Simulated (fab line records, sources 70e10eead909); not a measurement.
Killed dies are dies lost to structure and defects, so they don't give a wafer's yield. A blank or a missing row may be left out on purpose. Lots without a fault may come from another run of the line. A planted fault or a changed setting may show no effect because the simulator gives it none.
Chamber matching | flow nand_harc | NHARC_A_STAIRCASE_DESCUM_291 on rie_diel-12: 4 sister chambers
The step chemistry O2, time 3 s. 14 wafers are shown with their chamber, then 7 later ones without.

WAFERS WITH THEIR CHAMBER
wafer  | chamber | showerhead_plenum_p_Torr (Torr) | rf_vpp_V (V) | throttle_valve_pct (%)
L075.2 | 0       | 1.77                            | 57.0         | 11.304
L075.3 | 3       | 2.03                            | 58.8         | 11.322
L075.4 | 2       | 1.83                            | 57.0         | 11.303
L079.2 | 0       | 1.76                            | 57.9         | 11.300
L079.3 | 3       | 2.02                            | 58.2         | 11.302
L079.5 | 0       | 1.76                            | 57.6         | 11.325
L085.2 | 2       | 1.82                            | 57.5         | 11.313
L085.5 | 2       | 1.82                            | 58.6         | 11.314
L085.6 | 1       | 1.88                            | 57.8         | 11.290
L087.2 | 1       | 1.88                            | 57.4         | 11.309
L087.3 | 2       | 1.82                            | 56.6         | 11.331
L087.4 | 0       | 2.07                            | 59.3         | 11.336
L089.1 | 1       | 1.88                            | 57.7         | 11.300
L089.3 | 0       | 2.07                            | 58.7         | 11.304

SIGNATURES (means of the wafers above)
reading                  | chamber 0 | chamber 1 | chamber 2 | chamber 3 | scatter within a chamber
showerhead_plenum_p_Torr | 1.8860    | 1.8800    | 1.8225    | 2.0250    | 0.106
rf_vpp_V                 | 58.100    | 57.633    | 57.425    | 58.500    | 0.763
throttle_valve_pct       | 11.31380  | 11.29967  | 11.31525  | 11.31200  | 0.0134
Rule: a wafer's distance from a chamber is the root of the sum, over the readings, of the square of ((its reading less the chamber's mean) divided by the reading's scatter). The wafer belongs to the nearest chamber; if the next one is less than 2 further off, it can't be placed. The scatter: the root of (the sum of the squares of (reading less its chamber's mean) over the shown wafers, divided by (wafers less chambers)).

WAFERS WITHOUT THEIR CHAMBER
wafer  | showerhead_plenum_p_Torr (Torr) | rf_vpp_V (V) | throttle_valve_pct (%)
L089.4 | 2.01                            | 59.0         | 11.319
L094.2 | 2.01                            | 56.2         | 11.303
L094.5 | 2.01                            | 58.1         | 11.305
L094.6 | 1.81                            | 56.9         | 11.302
L097.1 | 1.81                            | 56.5         | 11.299
L097.2 | 2.01                            | 57.7         | 11.316
L097.6 | 2.01                            | 57.2         | 11.301

WHICH CHAMBER EACH WENT THROUGH
wafer  | from the rows above               | in truth
L089.4 | can't be placed: 3 or 0 or 1 or 2 | 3
L094.2 | can't be placed: 1 or 2 or 0 or 3 | 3
L094.5 | can't be placed: 3 or 0 or 1 or 2 | 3
L094.6 | can't be placed: 1 or 2 or 0 or 3 | 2
L097.1 | can't be placed: 1 or 2 or 0 or 3 | 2
L097.2 | can't be placed: 3 or 0 or 1 or 2 | 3
L097.6 | can't be placed: 1 or 3 or 0 or 2 | 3
Placed correctly: 0 of 7. Can't be placed from these rows: 7 (the true chamber is among the candidates in 7). Placed wrongly: 0.
